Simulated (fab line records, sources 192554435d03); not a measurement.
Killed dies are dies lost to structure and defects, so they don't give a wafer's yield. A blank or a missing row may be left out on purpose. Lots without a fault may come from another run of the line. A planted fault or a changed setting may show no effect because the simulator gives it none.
Which tool did it? | flow n5_finfet | 10 lots, 30 wafers sampled, at 6 steps of a route of 1938

WHAT THE GAUGES READ, wafer by wafer
N5_BEOL_M4_THK_MEAS_01. Usual: M4_ILD_THK 79.0 nm, standard deviation 1.3.
lot  | measured     | on            | M4_ILD_THK (nm) | flag
L290 | day 7 06:13  | film_metro-01 | 78.9 79.4 80.3  |
L291 | day 7 14:45  | film_metro-01 | 77.6 80.7 79.2  |
L293 | day 8 08:43  | film_metro-02 | 79.9 79.4 81.0  |
L294 | day 8 11:20  | film_metro-02 | 78.8 79.7 80.5  |
L302 | day 11 03:17 | film_metro-02 | 80.1 66.5 68.1  | OFF
L304 | day 11 04:01 | film_metro-02 | 77.0 78.8 81.2  |
L306 | day 11 11:52 | film_metro-02 | 76.6 77.7 77.7  |
L307 | day 11 18:21 | film_metro-01 | 76.2 79.0 77.3  |
L311 | day 13 06:31 | film_metro-02 | 77.5 80.2 77.6  |
L313 | day 13 15:19 | film_metro-01 | 78.2 77.8 79.8  |

N5_BEOL_M4_RC_MEAS_101. Usual: DIBL_N 37.5 mV/V, standard deviation 2.5; DIBL_P 38 mV/V, standard deviation 3.1; IOFF_N 0.19 nA/um, standard deviation 0.059; IOFF_P 0.24 nA/um, standard deviation 0.061; ION_N 679 uA/um, standard deviation 16; ION_P 465 uA/um, standard deviation 9.8; SS_N 72.0 mV/dec, standard deviation 0.8; SS_P 73.7 mV/dec, standard deviation 0.86; VT_N 248 mV, standard deviation 4.5; VT_P -249 mV, standard deviation 3.5.
lot  | measured     | on        | DIBL_N (mV/V)  | DIBL_P (mV/V) | IOFF_N (nA/um) | IOFF_P (nA/um) | ION_N (uA/um) | ION_P (uA/um) | SS_N (mV/dec)  | SS_P (mV/dec)  | VT_N (mV)   | VT_P (mV)      | flag
L290 | day 7 19:21  | prober-02 | 34.1 37.8 39.7 | 36 37 40      | 0.12 0.18 0.23 | 0.20 0.22 0.27 | 659 678 679   | 459 466 459   | 70.6 72.3 72.7 | 72.8 73.5 74.2 | 254 251 248 | -249 -250 -245 |
L291 | day 8 02:04  | prober-02 | 37.3 37.3 37.4 | 38 40 38      | 0.18 0.19 0.18 | 0.23 0.27 0.22 | 677 675 676   | 459 465 460   | 72.0 72.5 72.6 | 73.5 74.2 73.8 | 250 248 255 | -250 -248 -252 |
L293 | day 8 20:26  | prober-01 | 35.7 33.3 37.1 | 36 34 38      | 0.15 0.11 0.18 | 0.19 0.17 0.24 | 673 651 669   | 458 455 461   | 71.9 70.6 71.6 | 72.4 71.8 73.8 | 253 255 248 | -250 -253 -249 |
L294 | day 8 20:35  | prober-02 | 37.5 41.0 37.7 | 38 43 38      | 0.19 0.31 0.18 | 0.24 0.37 0.25 | 679 711 683   | 463 480 469   | 71.3 72.8 72.1 | 73.4 75.0 73.4 | 249 238 248 | -248 -242 -247 |
L302 | day 11 13:14 | prober-02 | 35.6 34.5 37.2 | 35 34 38      | 0.15 0.14 0.18 | 0.17 0.17 0.22 | 660 672 678   | 448 453 450   | 71.4 71.0 71.9 | 73.2 72.5 73.9 | 250 248 246 | -255 -255 -250 |
L304 | day 11 19:13 | prober-02 | 35.8 36.5 38.3 | 36 37 38      | 0.13 0.14 0.19 | 0.21 0.21 0.27 | 659 658 682   | 465 455 471   | 71.9 71.5 72.0 | 73.3 73.3 74.3 | 256 252 248 | -249 -250 -248 |
L306 | day 11 22:50 | prober-02 | 36.4 36.4 37.9 | 37 37 40      | 0.15 0.15 0.19 | 0.19 0.20 0.24 | 668 679 689   | 458 466 471   | 71.9 72.0 72.1 | 73.5 73.8 74.0 | 253 252 248 | -251 -252 -248 |
L307 | day 12 19:31 | prober-01 | 40.7 38.4 34.4 | 41 37 34      | 0.24 0.19 0.12 | 0.26 0.20 0.16 | 697 664 658   | 471 453 449   | 72.1 72.4 71.9 | 74.2 73.8 72.4 | 243 251 255 | -248 -255 -254 |
L311 | day 13 22:26 | prober-01 | 38.6 39.0 39.9 | 42 39 41      | 0.21 0.20 0.23 | 0.29 0.23 0.26 | 685 676 687   | 475 455 466   | 72.0 71.8 72.2 | 74.4 74.7 74.6 | 247 247 245 | -249 -251 -249 |
L313 | day 14 05:08 | prober-02 | 36.5 36.5 36.0 | 37 39 37      | 0.18 0.19 0.15 | 0.22 0.27 0.20 | 681 690 677   | 462 476 461   | 72.6 72.7 72.3 | 73.0 74.0 73.7 | 250 247 253 | -249 -247 -253 |

WHICH TOOL RAN EACH LOT (tool, then ch and the chambers of the sampled wafers, then the start)
lot  | N5_BEOL_M3_ANNEAL_80         | N5_BEOL_M3_SPUTTER_81        | N5_BEOL_M3_ANNEAL_87         | N5_BEOL_M4_ILD_DEP_00
L290 | pvd_sputter-01, day 7 03:26  | pvd_sputter-01, day 7 03:35  | pvd_sputter-01, day 7 03:53  | pecvd-04 ch 1,2, day 7 06:08
L291 | pvd_sputter-03, day 7 11:29  | pvd_sputter-03, day 7 11:37  | pvd_sputter-03, day 7 11:55  | pecvd-02 ch 0,1, day 7 14:41
L293 | pvd_sputter-03, day 8 05:55  | pvd_sputter-03, day 8 06:03  | pvd_sputter-03, day 8 06:21  | pecvd-04 ch 0,1,2, day 8 08:40
L294 | pvd_sputter-01, day 8 08:28  | pvd_sputter-01, day 8 08:37  | pvd_sputter-01, day 8 08:58  | pecvd-04 ch 0,2, day 8 11:15
L302 | pvd_sputter-01, day 11 00:37 | pvd_sputter-01, day 11 00:45 | pvd_sputter-01, day 11 01:03 | pecvd-04 ch 0,2, day 11 03:13
L304 | pvd_sputter-03, day 11 01:22 | pvd_sputter-03, day 11 01:31 | pvd_sputter-03, day 11 01:49 | pecvd-02 ch 0,1, day 11 03:56
L306 | pvd_sputter-03, day 11 09:14 | pvd_sputter-03, day 11 09:22 | pvd_sputter-03, day 11 09:40 | pecvd-03 ch 0,1,2, day 11 11:48
L307 | pvd_sputter-01, day 11 15:43 | pvd_sputter-01, day 11 15:51 | pvd_sputter-01, day 11 16:09 | pecvd-03 ch 0,1, day 11 18:17
L311 | pvd_sputter-03, day 13 03:52 | pvd_sputter-03, day 13 04:00 | pvd_sputter-03, day 13 04:18 | pecvd-02 ch 0,1, day 13 06:26
L313 | pvd_sputter-02, day 13 12:41 | pvd_sputter-02, day 13 12:50 | pvd_sputter-02, day 13 13:08 | pecvd-03 ch 0,1,2, day 13 15:16
- N5_BEOL_M3_ANNEAL_80: time 240 s.
- N5_BEOL_M3_SPUTTER_81: material Cu, target thk 4.5 nm, time 8.29 s.
- N5_BEOL_M3_ANNEAL_87: time 240 s.
- N5_BEOL_M4_ILD_DEP_00: deposits SiOC from DEMS/O2, target thk 79 nm, time 15.3 s.

WHAT THE TOOLS THEMSELVES READ (means of the sampled wafers that have a number; where no wafer has one, the mark that the record gives instead)
N5_BEOL_M3_ANNEAL_80. Usual: heater_power_w 809 W, standard deviation 84.
lot  | tool           | heater_power_w (W) | flag
L290 | pvd_sputter-01 | 833                |
L291 | pvd_sputter-03 | 776                |
L293 | pvd_sputter-03 | 766                |
L294 | pvd_sputter-01 | 809                |
L302 | pvd_sputter-01 | 815                |
L304 | pvd_sputter-03 | 830                |
L306 | pvd_sputter-03 | 763                |
L307 | pvd_sputter-01 | 878                |
L311 | pvd_sputter-03 | 823                |
L313 | pvd_sputter-02 | 738                |

N5_BEOL_M3_SPUTTER_81. Usual: throttle_valve_pct 30.0 %, standard deviation 1.1.
lot  | tool           | throttle_valve_pct (%) | flag
L290 | pvd_sputter-01 | 30.3                   |
L291 | pvd_sputter-03 | 28.6                   |
L293 | pvd_sputter-03 | 30.4                   |
L294 | pvd_sputter-01 | 29.9                   |
L302 | pvd_sputter-01 | 30.3                   |
L304 | pvd_sputter-03 | 28.9                   |
L306 | pvd_sputter-03 | 28.4                   |
L307 | pvd_sputter-01 | 30.6                   |
L311 | pvd_sputter-03 | 29.9                   |
L313 | pvd_sputter-02 | 30.9                   |

N5_BEOL_M3_ANNEAL_87. Usual: heater_power_w 812 W, standard deviation 86.
lot  | tool           | heater_power_w (W) | flag
L290 | pvd_sputter-01 | 822                |
L291 | pvd_sputter-03 | 784                |
L293 | pvd_sputter-03 | 779                |
L294 | pvd_sputter-01 | 798                |
L302 | pvd_sputter-01 | 823                |
L304 | pvd_sputter-03 | 814                |
L306 | pvd_sputter-03 | 775                |
L307 | pvd_sputter-01 | 877                |
L311 | pvd_sputter-03 | 827                |
L313 | pvd_sputter-02 | 726                |

N5_BEOL_M4_ILD_DEP_00. Usual: heater_power_w 462 W, standard deviation 92; showerhead_plenum_p_Torr 5.690 Torr, standard deviation 0.012; showerhead_vpp_V 1385 V, standard deviation 38; throttle_valve_pct 12.2 %, standard deviation 0.71.
lot  | tool     | heater_power_w (W) | showerhead_plenum_p_Torr (Torr) | showerhead_vpp_V (V) | throttle_valve_pct (%) | flag
L290 | pecvd-04 | 403                | 5.683                           | 1397                 | 12.3                   |
L291 | pecvd-02 | 506                | 5.674                           | 1325                 | 12.7                   |
L293 | pecvd-04 | 400                | 5.688                           | 1397                 | 12.5                   |
L294 | pecvd-04 | 398                | 5.676                           | 1407                 | 12.9                   |
L302 | pecvd-04 | 423                | 5.674                           | 1420                 | 12.3                   |
L304 | pecvd-02 | 508                | 5.676                           | 1347                 | 12.7                   |
L306 | pecvd-03 | 550                | 5.697                           | 1355                 | 12.1                   |
L307 | pecvd-03 | 597                | 5.707                           | 1376                 | 12.3                   |
L311 | pecvd-02 | 512                | 5.687                           | 1343                 | 12.8                   |
L313 | pecvd-03 | 545                | 5.698                           | 1358                 | 12.1                   |

THE ANSWER, worked out from the rows above alone
Rule: a lot is off if the mean of its wafers that have a number lies more than 3 standard deviations from the usual mean. A lot without any number at a reading at which 4 lots or more have one is off too. The other lots that the step has rows for count as sound. The gauges are gone through in route order, then the tools' own readings, and for those a lot's mean is taken as printed above. The first step at which some lot is off is used, and at that step the reading that is off furthest; a lot without a number counts as furthest.
Off: L302, at N5_BEOL_M4_THK_MEAS_01 (M4_ILD_THK).
A tool fits if, at a process step before that reading, it ran every lot that is off, and no sound lot after the first of them. The gauges at N5_BEOL_M4_THK_MEAS_01 are tried like those tools. One fits: pecvd-04 at N5_BEOL_M4_ILD_DEP_00. Its last sound lot is L294 (day 8 11:15), its first lot that is off L302 (day 11 03:13): a fault that began between those two fits.

WHAT THE SIMULATOR HAD PUT IN
Process parameter drift: pecvd-04, from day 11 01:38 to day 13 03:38, at N5_BEOL_M4_ILD_DEP_00. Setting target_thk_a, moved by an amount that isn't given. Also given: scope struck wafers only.
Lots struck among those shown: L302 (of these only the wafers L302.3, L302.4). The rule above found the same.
